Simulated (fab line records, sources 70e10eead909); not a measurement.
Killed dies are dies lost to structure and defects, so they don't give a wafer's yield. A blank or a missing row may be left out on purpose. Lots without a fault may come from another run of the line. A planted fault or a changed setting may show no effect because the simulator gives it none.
Chamber matching | flow nand_harc | NHARC_A_STAIRCASE_ALD_420 on ald_hk-04: 4 sister chambers
The step deposits SiO2, target thk 20 nm, pulse time 6 s, ald cycles 200. 8 wafers are shown with their chamber, then 10 later ones without.

WAFERS WITH THEIR CHAMBER
wafer  | chamber | heater_power_outer_w (W) | heater_power_w (W)
L082.5 | 3       | 281                      | 487
L083.1 | 1       | 274                      | 469
L083.3 | 0       | 252                      | 463
L083.6 | 0       | 254                      | 470
L085.1 | 1       | 275                      | 468
L085.5 | 2       | 291                      | 509
L084.1 | 3       | 287                      | 497
L084.2 | 2       | 302                      | 495

WAFERS WITHOUT THEIR CHAMBER
wafer  | heater_power_outer_w (W) | heater_power_w (W)
L084.3 | 255                      | 469
L087.2 | 288                      | 497
L087.5 | 277                      | 459
L087.6 | 300                      | 505
L088.2 | 254                      | 460
L088.3 | 291                      | 509
L088.5 | 294                      | 495
L097.3 | 265                      | 457
L097.4 | 295                      | 522
L097.6 | 263                      | 461

WHICH CHAMBER EACH WENT THROUGH
wafer  | from the rows above     | in truth
L084.3 | 0                       | 0
L087.2 | can't be placed: 3 or 2 | 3
L087.5 | 1                       | 1
L087.6 | 2                       | 2
L088.2 | 0                       | 0
L088.3 | can't be placed: 2 or 3 | 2
L088.5 | can't be placed: 2 or 3 | 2
L097.3 | can't be placed: 1 or 0 | 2
L097.4 | 2                       | 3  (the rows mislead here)
L097.6 | can't be placed: 0 or 1 | 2
Placed correctly: 4 of 10. Can't be placed from these rows: 5 (the true chamber is among the candidates in 3). Placed wrongly: 1.
How it was worked out, from the rows above alone: a wafer's distance from a chamber is the root of the sum, over the readings, of the square of ((its reading less the chamber's mean) divided by the reading's scatter). The wafer belongs to the nearest chamber; if the next one is less than 2 further off, it can't be placed. A chamber's mean is the mean of its shown wafers. The scatter: the root of (the sum of the squares of (reading less its chamber's mean) over the shown wafers, divided by (wafers less chambers)).
